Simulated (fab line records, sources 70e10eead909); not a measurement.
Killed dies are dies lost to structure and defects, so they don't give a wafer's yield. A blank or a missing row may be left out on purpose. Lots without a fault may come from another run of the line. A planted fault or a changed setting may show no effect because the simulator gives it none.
fab line records | flow nand_harc
record lots=7 wafers=20 last_day=24
route steps=1159 shown A_ONON_D1@449 A_CHANNEL_HOLE_D1@450 END@1159
lots that met no fault: from a run of the same line without faults
start_h: hours from the record's first day to the start of the lot's first wafer shown | wait_h: hours since the lot's step before | " the same as in the row above | L1.1+2: a row that stands for several wafers | - no value, or no start given | * or withheld: withheld | < > ~ a bound
route shown NAME@n: a module of which the file shows steps, and the number in the route of the first | usual: mean/standard deviation of fault-free wafers | same: alike in all rows | chamber/n: place in a boat | sites: the reading at each site | _std_site: their standard deviation | _edge_site: outer sites' mean less inner sites' | radius_mm: how far each site lies from the wafer's centre | mask NAME#n: copy n | behind: the tool/chamber that last shaped the wafer | hold: why the lot was held/for how many hours/how that ended | device: the transistor (n, p or np) that didn't switch | end of line: the same wafers' tests at the end of the route | a step without rows: its recipe alone | killed: dies lost to structure and defects at the first sort, not the wafer's yield | map: a wafer's dies, x killed, . not, _ none there
set.NAME: the setting as run; set.NAME@STEP: as run at that earlier step | model.NAME: the simulator's own value behind a step, which no gauge read
lots at some steps of the route; a table a step, a row a wafer
services: from which hour (start_h, from the record's first day; less than 0 if before it) a tool's chamber was out of use, for how many hours, and why
## steps
# step NHARC_A_ONON_D1_INSPECT_32
# usual raw_defect_count=81/28
# columns lot.wafer tool chamber start_h wait_h raw_defect_count
L771.4 defect_inspect-01 - 191.79 0.1 61
L771.5 " - " " 81
L771.6 " - " " 125
L770.1 defect_inspect-02 - 191.88 0.0 72
L770.4 " - " " 66
L770.5 " - " " 55
L779.1 defect_inspect-01 - 233.88 0.0 72
L779.4 " - " " 65
L779.5 " - " " 75
L781.2 defect_inspect-01 - 243.36 0.0 55
L781.3 " - " " 63
L781.4 " - " " 60
L780.1 defect_inspect-01 - 243.47 0.0 76
L780.4 " - " " 82
L789.1 defect_inspect-02 - 301.69 0.0 39
L789.2 " - " " 27
L789.5 " - " " 59
L790.2 defect_inspect-01 - 302.03 0.0 104
L790.3 " - " " 62
L790.5 " - " " 67
# step NHARC_A_CHANNEL_HOLE_D1_DEP_00
# recipe target_thk_a=31000 temp_c=400 material=aC
# usual throttle_valve_pct=35.001/0.0093
# columns lot.wafer tool chamber start_h wait_h throttle_valve_pct
L770.1 acl_dep-02 0 192.78 0.9 34.993
L770.4 " 0 " " 35.002
L770.5 " 0 " " 34.989
L771.4 acl_dep-01 0 193.21 1.4 34.999
L771.5 " 0 " " 34.998
L771.6 " 0 " " 35.003
L779.1 acl_dep-03 0 236.83 3.0 35.006
L779.4 " 0 " " 35.018
L779.5 " 0 " " 35.012
L781.2 acl_dep-03 0 244.71 1.4 35.015
L781.3 " 0 " " 34.999
L781.4 " 0 " " 35.005
L780.1 acl_dep-01 0 245.06 1.6 34.982
L780.4 " 0 " " 34.999
L789.1 acl_dep-02 0 303.84 2.2 34.994
L789.2 " 0 " " 35.009
L789.5 " 0 " " 35.012
L790.2 acl_dep-02 0 306.10 4.1 35.007
L790.3 " 0 " " 34.995
L790.5 " 0 " " 35.001
# step NHARC_A_CHANNEL_HOLE_D1_DEP_01
# recipe target_thk_a=1400 target_thk_nm=140 temp_c=400 pressure_torr=3.5 flow_sccm=200 rf_w=350 material=SiON
# usual heater_power_w=730/78
# columns lot.wafer tool chamber start_h wait_h heater_power_w
L771.4 pecvd-02 1 194.26 0.7 657
L771.6 " 2 " " 780
L771.5 " 0 " " 687
L770.1 pecvd-02 2 194.69 1.6 778
L770.4 " 0 " " 653
L770.5 " 1 " " 769
L779.1 pecvd-02 2 238.76 1.6 755
L779.5 " 2 " " 762
L779.4 " 1 " " 747
L781.2 pecvd-03 0 246.31 1.3 648
L781.3 " 2 " " 789
L781.4 " 2 " " 795
L780.1 pecvd-02 2 247.01 1.6 748
L780.4 " 1 " " 676
L789.2 pecvd-03 1 305.80 1.3 849
L789.1 " 2 " " 849
L789.5 " 0 " " 559
L790.3 pecvd-02 1 307.74 1.0 769
L790.2 " 2 " " 630
L790.5 " 1 " " 773
# step NHARC_A_CHANNEL_HOLE_D1_DEHYDRATE_02
# recipe temp_c=150 time_s=120
# step NHARC_A_CHANNEL_HOLE_D1_HMDS_03
# recipe time_s=30
# step NHARC_A_CHANNEL_HOLE_D1_COAT_36
# recipe temp_c=260 time_s=75
# step NHARC_A_CHANNEL_HOLE_D1_COAT_37
# recipe temp_c=225 time_s=65
# step NHARC_A_CHANNEL_HOLE_D1_COAT_04
# recipe spin_rpm=1500 resist_thk_nm=90
# step NHARC_A_CHANNEL_HOLE_D1_SOFTBAKE_05
# recipe temp_c=105 time_s=55
# step NHARC_A_CHANNEL_HOLE_D1_EBR_06
# step NHARC_A_CHANNEL_HOLE_D1_EXPOSE_07
# recipe na=1.35 target_cd_nm=100 sigma_outer=0.3 dose_mj=59.65 mask_id=HOLE_D1
# step NHARC_A_CHANNEL_HOLE_D1_PEB_08
# recipe peb_temp_c=100 peb_time_s=65
# step NHARC_A_CHANNEL_HOLE_D1_DEVELOP_09
# recipe develop_time_s=35 dev_temp_c=23
# columns lot.wafer tool chamber start_h wait_h
L771.4+5+6 litho_track-01 0 194 -
L770.1+4+5 litho_track-06 0 195 -
L779.1+4+5 litho_track-01 0 239 -
L781.2+3+4 litho_track-01 0 246 -
L780.1+4 litho_track-01 0 247 -
L789.1+2+5 litho_track-06 0 306 -
L790.2+3+5 litho_track-06 0 308 -
# step NHARC_A_CHANNEL_HOLE_D1_CD_MEAS_10
# recipe target_cd_nm=100 landing_energy_ev=500
# usual cd_nm=100.2/0.67
# columns lot.wafer tool chamber start_h wait_h cd_nm
L771.4 cd_sem-03 0 194.78 - 99.8
L771.5 " 0 " " 100.8
L771.6 " 0 " " 100.4
L770.1 cd_sem-02 0 195.41 - 100.1
L770.4 " 0 " " 99.9
L770.5 " 0 " " 100.8
L779.1 cd_sem-03 0 239.47 - 99.3
L779.4 " 0 " " 98.9
L779.5 " 0 " " 100.0
L781.2 cd_sem-01 0 246.91 - 100.3
L781.3 " 0 " " 100.8
L781.4 " 0 " " 100.1
L780.1 cd_sem-01 0 247.74 - 99.3
L780.4 " 0 " " 98.6
L789.1 cd_sem-02 0 306.52 - 100.8
L789.2 " 0 " " 99.9
L789.5 " 0 " " 100.3
L790.2 cd_sem-01 0 308.43 - 100.2
L790.3 " 0 " " 100.7
L790.5 " 0 " " 100.6
# step NHARC_A_CHANNEL_HOLE_D1_OVL_MEAS_11
# usual overlay_x_nm=-0.1/0.79 overlay_y_nm=-0.1/0.85
# columns lot.wafer tool chamber start_h wait_h overlay_x_nm overlay_y_nm
L771.4 overlay-01 - 194.86 - 0.0 0.8
L771.5 " - " " 0.4 0.7
L771.6 " - " " -0.1 0.9
L770.1 overlay-01 - 195.50 - 0.7 -0.2
L770.4 " - " " 0.9 -0.3
L770.5 " - " " 0.8 0.1
L779.1 overlay-02 - 239.56 - -0.9 -1.0
L779.4 " - " " -0.2 -0.7
L779.5 " - " " -0.1 -1.1
L781.2 overlay-02 - 246.99 - 1.5 0.7
L781.3 " - " " 1.4 1.3
L781.4 " - " " 0.9 1.1
L780.1 overlay-01 - 247.82 - -0.9 -1.3
L780.4 " - " " -0.6 -1.1
L789.1 overlay-02 - 306.61 - 1.1 0.9
L789.2 " - " " 1.5 1.3
L789.5 " - " " 1.3 0.8
L790.2 overlay-02 - 308.52 - -0.3 0.5
L790.3 " - " " 0.4 0.7
L790.5 " - " " 0.0 0.8
# step NHARC_A_CHANNEL_HOLE_D1_INSPECT_12
# usual raw_defect_count=7/3
# columns lot.wafer tool chamber start_h wait_h raw_defect_count
L771.4 defect_inspect-02 - 194.90 0.0 9
L771.5 " - " " 8
L771.6 " - " " 10
L770.1 defect_inspect-02 - 195.54 0.0 7
L770.4 " - " " 6
L770.5 " - " " 8
L779.1 defect_inspect-02 - 239.60 0.0 4
L779.4 " - " " 4
L779.5 " - " " 5
L781.2 defect_inspect-02 - 247.03 0.0 8
L781.3 " - " " 2
L781.4 " - " " 5
L780.1 defect_inspect-02 - 247.86 0.0 8
L780.4 " - " " 4
L789.1 defect_inspect-01 - 306.64 0.0 4
L789.2 " - " " 4
L789.5 " - " " 7
L790.2 defect_inspect-01 - 308.55 0.0 8
L790.3 " - " " 6
L790.5 " - " " 8
# step NHARC_A_CHANNEL_HOLE_D1_DESCUM_15
# recipe time_s=3 o2_flow_sccm=200 ar_flow_sccm=0 bias_power_w=0 chemistry=O2
# usual chamber_pressure_mTorr=60.00/0.055 drypump_motor_current_A=5.8/0.32 oes_product_au=1.006/0.013 rf_vpp_V=57.7/1 showerhead_plenum_p_Torr=1.94/0.089 throttle_valve_pct=11.311/0.0097
# columns lot.wafer tool chamber start_h wait_h chamber_pressure_mTorr drypump_motor_current_A oes_product_au rf_hours_counter_h rf_vpp_V showerhead_plenum_p_Torr throttle_valve_pct model.A_CHANNEL_HOLE_D1.cd_nm
L771.4 rie_diel-13 1 194.98 0.1 59.95 5.4 1.026 6 57.4 1.99 11.285 99.05
L771.5 " 2 " " 59.97 5.5 1.025 - 58.3 1.97 11.315 101
L771.6 " 3 " " 60.05 5.8 1.011 - 58.0 1.78 11.316 100.2
L770.1 rie_diel-08 2 195.81 0.3 60.00 5.4 0.996 6 56.2 2.00 11.329 100.4
L770.5 " 2 " " 60.08 5.5 0.991 - 57.9 2.00 11.314 100.5
L770.4 " 3 " " 60.00 6.4 0.991 - 57.7 2.01 11.322 100.6
L779.4 rie_diel-11 3 239.66 0.1 59.95 5.8 1.013 1 57.9 1.98 11.316 97.89
L779.1 " 2 " " 60.02 5.8 1.007 1 59.5 1.95 11.322 99.25
L779.5 " 3 " " 59.90 5.8 1.015 - 57.9 1.98 11.313 99.03
L781.4 rie_diel-13 3 247.09 0.1 60.01 5.8 1.018 11 58.2 1.78 11.306 99.51
L781.3 " 1 " " 59.94 5.4 1.027 9 58.7 1.99 11.295 100.3
L781.2 " 2 " " 60.04 5.5 1.028 9 57.7 1.97 11.317 101.3
L780.4 rie_diel-11 2 247.92 0.1 59.96 5.8 0.992 3 58.4 1.95 11.303 98.07
L780.1 " 3 " " 59.91 5.8 1.003 2 56.8 1.98 11.315 98.5
L789.2 rie_diel-13 3 306.70 0.1 59.96 5.8 1.011 1 56.1 1.78 11.318 100.4
L789.1 " 1 " " 59.98 5.4 0.997 1 59.2 1.99 11.304 100.7
L789.5 " 0 " " 60.07 6.2 0.996 - 57.4 2.04 11.315 99.97
L790.3 rie_diel-13 3 308.61 0.1 59.96 5.8 1.020 1 57.6 1.78 11.309 100.8
L790.2 " 2 " " 60.03 5.5 1.020 1 57.8 1.97 11.311 99.75
L790.5 " 3 " " 60.06 5.8 1.024 - 57.6 1.78 11.326 101.1
# step NHARC_A_CHANNEL_HOLE_D1_ETCH_38
# recipe target_depth_a=390 over_etch_frac=0.3 time_s=65 ion_energy_ev=80 cf4_flow_sccm=150 ar_flow_sccm=0 rf_w=300 bias_w=100 chemistry=CF4
# usual chamber_pressure_mTorr=50.00/0.039 drypump_motor_current_A=5.8/0.32 oes_product_au=1.006/0.013 rf_vpp_V=151.5/1.3 showerhead_plenum_p_Torr=1.79/0.076 throttle_valve_pct=13.283/0.0091
# same over_etch_frac=0.3
# columns lot.wafer tool chamber start_h wait_h chamber_pressure_mTorr drypump_motor_current_A oes_product_au rf_hours_counter_h rf_vpp_V showerhead_plenum_p_Torr throttle_valve_pct
L771.4 rie_diel-13 0 195.07 0.1 49.98 6.2 0.994 6 153.3 1.88 13.293
L771.6 " 1 " " 50.05 5.4 1.017 - 151.7 1.84 13.268
L771.5 " 2 " " 50.02 5.5 1.018 - 151.2 1.82 13.286
L770.1 rie_diel-08 3 195.91 0.1 50.02 6.4 0.995 6 152.3 1.85 13.285
L770.5 " 1 " " 49.97 6.2 1.017 - 148.9 1.71 13.290
L770.4 " 2 " " 50.04 5.5 0.994 - 152.6 1.84 13.297
L779.4 rie_diel-11 3 239.75 0.1 49.96 5.7 1.009 1 151.6 1.82 13.295
L779.1 " 1 " " 49.99 6.0 1.012 1 149.8 1.81 13.274
L779.5 " 3 " " 50.00 5.7 1.008 - 154.0 1.82 13.287
L781.2 rie_diel-13 0 247.18 0.1 50.01 6.2 0.986 11 150.8 1.88 13.284
L781.4 " 1 " " 49.97 5.4 1.025 9 152.0 1.83 13.283
L781.3 " 2 " " 49.91 5.5 1.018 9 150.9 1.82 13.277
L780.1 rie_diel-11 3 248.01 0.1 49.98 5.7 1.002 2 152.4 1.82 13.271
L780.4 " 2 " " 50.02 5.8 1.020 3 151.9 1.80 13.262
L789.2 rie_diel-13 3 306.80 0.1 50.05 5.8 1.008 1 148.0 1.65 13.283
L789.1 " 0 " " 50.02 6.2 1.010 1 152.5 1.88 13.283
L789.5 " 1 " " 50.01 5.4 1.001 - 152.9 1.83 13.274
L790.2 rie_diel-13 3 308.70 0.1 50.06 5.8 1.015 1 151.4 1.65 13.285
L790.3 " 1 " " 49.97 5.4 0.997 1 151.3 1.83 13.294
L790.5 " 3 " " 49.95 5.8 1.022 - 149.3 1.65 13.277
# step NHARC_END_SORT_01
# recipe temp_c=25
# usual killed_at_array=28/11 killed_at_other=0.5/0.87 killed_at_periphery=2.9/2.2 killed_dies=32/11 killed_open=3.2/1.9 killed_short=1.8/1.4
# same gross_dies=677
# columns lot.wafer tool chamber start_h wait_h killed_at_array killed_at_other killed_at_periphery killed_dies killed_open killed_short
L771.4 prober-01 0 458.66 3.4 20 0 3 23 3 0
L771.5 prober-01 0 459.45 3.7 27 1 3 31 8 2
L771.6 prober-01 0 460.24 4.0 28 0 0 28 3 3
L779.1 prober-02 0 491.36 2.5 29 1 5 35 2 4
L779.4 prober-02 0 493.74 3.4 36 0 2 38 5 1
L779.5 prober-02 0 494.53 3.7 34 0 3 37 1 2
L780.1 prober-02 0 506.85 2.5 12 1 3 16 3 2
L780.4 prober-02 0 509.24 3.4 16 0 1 17 3 1
L789.1 prober-01 0 569.54 2.5 20 0 0 20 2 1
L789.2 prober-01 0 570.33 2.8 24 1 2 27 3 3
L789.5 prober-01 0 572.70 3.7 22 1 3 26 3 3
# killed by level:class
L771.4 A_CHANNEL_HOLE_D1:chamber_film_flake=18 P_CONTACT:geometric_particle:open=2 A_CONTACT:geometric_particle:open=1 P_M2:chamber_film_flake=1 A_CONTACT:chamber_film_flake=1
L771.5 A_CHANNEL_HOLE_D1:chamber_film_flake=16 A_CONTACT:geometric_particle:open=3 A_STAIRCASE:chamber_film_flake=2 P_GATE:geometric_particle:open=1 P_M0:geometric_particle:open=1 A_ONON_D1:geometric_particle:open=1 A_WL_FILL:geometric_particle:short=1 A_WL_FILL:geometric_particle:open=1
L771.6 A_CHANNEL_HOLE_D1:chamber_film_flake=16 A_STAIRCASE:chamber_film_flake=3 A_CONTACT:chamber_film_flake=2 A_SOURCE_PLATE:geometric_particle:short=1 A_SOURCE_PLATE:geometric_particle:open=1 A_CHANNEL_HOLE_D1:geometric_particle:short=1 A_CONTACT:geometric_particle:open=1 A_M0:geometric_particle:open=1
L779.1 A_CHANNEL_HOLE_D1:chamber_film_flake=15 A_SLIT:chamber_film_flake=7 P_M2:chamber_film_flake=4 A_CONTACT:chamber_film_flake=2 A_CHANNEL_FILL_D1:geometric_particle:short=1 A_WL_FILL:geometric_particle:short=1 A_BLC:geometric_particle:short=1 A_M0:geometric_particle:short=1
L779.4 A_CHANNEL_HOLE_D1:chamber_film_flake=16 A_SLIT:chamber_film_flake=10 A_M0:geometric_particle:open=3 A_STAIRCASE:chamber_film_flake=3 A_CHANNEL_FILL_D1:geometric_particle:short=1 A_WL_FILL:geometric_particle:open=1 A_CONTACT:geometric_particle:open=1 P_M1:chamber_film_flake=1
L779.5 A_SLIT:chamber_film_flake=14 A_CHANNEL_HOLE_D1:chamber_film_flake=11 A_STAIRCASE:chamber_film_flake=4 P_M2:chamber_film_flake=2 A_CONTACT:chamber_film_flake=2 A_CHANNEL_FILL_D1:geometric_particle:short=1 A_CONTACT:geometric_particle:short=1 A_CONTACT:geometric_particle:open=1
L780.1 A_CHANNEL_HOLE_D1:chamber_film_flake=4 A_STAIRCASE:chamber_film_flake=3 P_GATE:geometric_particle:short=1 P_GATE:geometric_particle:open=1 A_CHANNEL_FILL_D1:geometric_particle:open=1 A_WL_FILL:geometric_particle:short=1 A_WL_FILL:geometric_particle:open=1 P_GATE:chamber_film_flake=1
L780.4 A_CHANNEL_HOLE_D1:chamber_film_flake=5 A_STAIRCASE:chamber_film_flake=4 A_CONTACT:chamber_film_flake=2 A_CHANNEL_FILL_D1:geometric_particle:open=1 A_CONTACT:geometric_particle:short=1 A_CONTACT:geometric_particle:open=1 A_M0:geometric_particle:open=1 P_BONDPAD:chamber_film_flake=1
L789.1 A_CONTACT:chamber_film_flake=8 A_CHANNEL_HOLE_D1:chamber_film_flake=5 A_STAIRCASE:chamber_film_flake=2 A_M1:chamber_film_flake=2 A_ONON_D1:geometric_particle:short=1 A_SGD_CUT:geometric_particle:open=1 A_WL_FILL:geometric_particle:open=1
L789.2 A_CHANNEL_HOLE_D1:chamber_film_flake=9 A_CONTACT:chamber_film_flake=5 A_STAIRCASE:chamber_film_flake=3 A_WL_FILL:chamber_film_flake=2 P_M0:geometric_particle:open=1 A_CHANNEL_FILL_D1:geometric_particle:short=1 A_CONTACT:geometric_particle:open=1 A_M0:geometric_particle:open=1
L789.5 A_CHANNEL_HOLE_D1:chamber_film_flake=9 P_GATE:chamber_film_flake=3 A_CONTACT:chamber_film_flake=3 A_WL_FILL:geometric_particle:short=2 A_STAIRCASE:chamber_film_flake=2 A_WL_FILL:chamber_film_flake=2 A_ONON_D1:geometric_particle:open=1 A_CHANNEL_FILL_D1:geometric_particle:open=1
## services
# columns tool chamber start_h hours kind
rie_diel-13 0 181.50 - clean
rie_diel-13 1 181.50 - clean
rie_diel-13 2 181.50 - clean
rie_diel-13 3 181.50 - clean
rie_diel-11 2 186.98 3.6 repair
rie_diel-11 - 189.56 9.0 pm
rie_diel-13 0 206.00 - clean
rie_diel-13 1 206.00 - clean
rie_diel-13 2 206.00 - clean
rie_diel-13 3 206.00 - clean
rie_diel-11 3 208.10 6.4 repair
pecvd-02 - 209.51 1.1 repair
rie_diel-13 1 223.23 23.2 repair
acl_dep-03 - 223.83 13.0 pm
rie_diel-13 0 230.66 - clean
rie_diel-13 2 230.66 - clean
pecvd-02 - 250.93 0.9 repair
litho_track-01 - 268.00 7.0 pm
rie_diel-13 - 276.00 9.0 pm
litho_track-06 - 292.00 7.0 pm
pecvd-03 - 292.01 13.0 pm
acl_dep-01 - 292.38 13.0 pm
rie_diel-08 3 298.10 2.3 repair
rie_diel-08 - 301.88 9.0 pm
## key
first_sign none at tools or gauges
model_effect step=NHARC_A_CHANNEL_HOLE_D1_DESCUM_15 value=A_CHANNEL_HOLE_D1.cd_nm without=99.94 struck=98.64
met_at NHARC_A_CHANNEL_HOLE_D1_DEVELOP_09
struck_wafers L779.1,L779.4,L780.1,L780.4,L781.4
tester_left_out L779,L780,L781
onset_between 194 239
fault kind=process_parameter_drift tool=litho_track-01 chamber=- onset_h=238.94 steps=NHARC_A_CHANNEL_HOLE_D1_DEVELOP_09 channel=develop_time_s offset=* shape=step end_h=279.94 scope=struck_wafers_only acts_in=* stated=*
# tester_left_out: of these lots the tester's yield and bins aren't shown, on N5 and GAA mostly nor the transistor test; their killed dies are dies lost to structure and defects alone, not to doping, threshold or leakage, so they don't give the yield
